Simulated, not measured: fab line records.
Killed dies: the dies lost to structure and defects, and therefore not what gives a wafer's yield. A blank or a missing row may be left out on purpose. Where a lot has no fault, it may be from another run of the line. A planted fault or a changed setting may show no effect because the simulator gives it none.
Matching of chambers / flow nandHarc / NHARC_A_SGD_CUT_ETCHBACK_24 on rieDiel-06: 4 sister chambers
The step etches the open film in CH3F/O2, target depth 50 nm, time 92.857 s. 8 wafers are shown with their chamber, then 10 later ones without.

WAFERS, EACH WITH ITS CHAMBER
wafer=L080.1; chamber=0; showerheadPlenumPTorr (Torr)=2.40; drypumpMotorCurrentA (A)=5.8
wafer=L082.2; chamber=0; showerheadPlenumPTorr (Torr)=2.40; drypumpMotorCurrentA (A)=5.8
wafer=L082.1; chamber=1; showerheadPlenumPTorr (Torr)=2.46; drypumpMotorCurrentA (A)=6.1
wafer=L082.5; chamber=3; showerheadPlenumPTorr (Torr)=2.37; drypumpMotorCurrentA (A)=6.0
wafer=L083.4; chamber=3; showerheadPlenumPTorr (Torr)=2.37; drypumpMotorCurrentA (A)=6.0
wafer=L083.5; chamber=2; showerheadPlenumPTorr (Torr)=2.46; drypumpMotorCurrentA (A)=5.1
wafer=L087.1; chamber=2; showerheadPlenumPTorr (Torr)=2.46; drypumpMotorCurrentA (A)=5.0
wafer=L087.4; chamber=1; showerheadPlenumPTorr (Torr)=2.45; drypumpMotorCurrentA (A)=6.0

WAFERS MISSING THEIR CHAMBER
wafer=L087.5; showerheadPlenumPTorr (Torr)=2.45; drypumpMotorCurrentA (A)=6.0
wafer=L089.1; showerheadPlenumPTorr (Torr)=2.40; drypumpMotorCurrentA (A)=5.8
wafer=L089.4; showerheadPlenumPTorr (Torr)=2.46; drypumpMotorCurrentA (A)=5.1
wafer=L089.5; showerheadPlenumPTorr (Torr)=2.46; drypumpMotorCurrentA (A)=5.0
wafer=L092.2; showerheadPlenumPTorr (Torr)=2.45; drypumpMotorCurrentA (A)=6.1
wafer=L092.3; showerheadPlenumPTorr (Torr)=2.40; drypumpMotorCurrentA (A)=5.8
wafer=L092.6; showerheadPlenumPTorr (Torr)=2.46; drypumpMotorCurrentA (A)=5.1
wafer=L094.4; showerheadPlenumPTorr (Torr)=2.45; drypumpMotorCurrentA (A)=6.0
wafer=L094.5; showerheadPlenumPTorr (Torr)=2.45; drypumpMotorCurrentA (A)=6.0
wafer=L094.6; showerheadPlenumPTorr (Torr)=2.46; drypumpMotorCurrentA (A)=5.1

EACH ONE'S CHAMBER
wafer=L087.5; from the rows above=1; in truth=1
wafer=L089.1; from the rows above=0; in truth=0
wafer=L089.4; from the rows above=2; in truth=2
wafer=L089.5; from the rows above=2; in truth=2
wafer=L092.2; from the rows above=1; in truth=1
wafer=L092.3; from the rows above=0; in truth=0
wafer=L092.6; from the rows above=2; in truth=2
wafer=L094.4; from the rows above=1; in truth=1
wafer=L094.5; from the rows above=1; in truth=1
wafer=L094.6; from the rows above=2; in truth=2
10 of 10 placed correctly. Not placeable from these rows: 0. Number placed wrongly: 0.
How it was worked out, from the rows above alone: a wafer's distance from a chamber is the root of the sum, over the readings, of the square of ((its reading less the chamber's mean) divided by the reading's scatter). If the next closest chamber is less than 2 further off than the closest, the wafer can't be placed; otherwise it belongs to the closest. The mean given for a chamber averages the wafers shown for that chamber. The scatter is the square root of a quotient: the sum, over the shown wafers, of each reading's squared deviation from its chamber's mean, divided by wafers minus chambers.
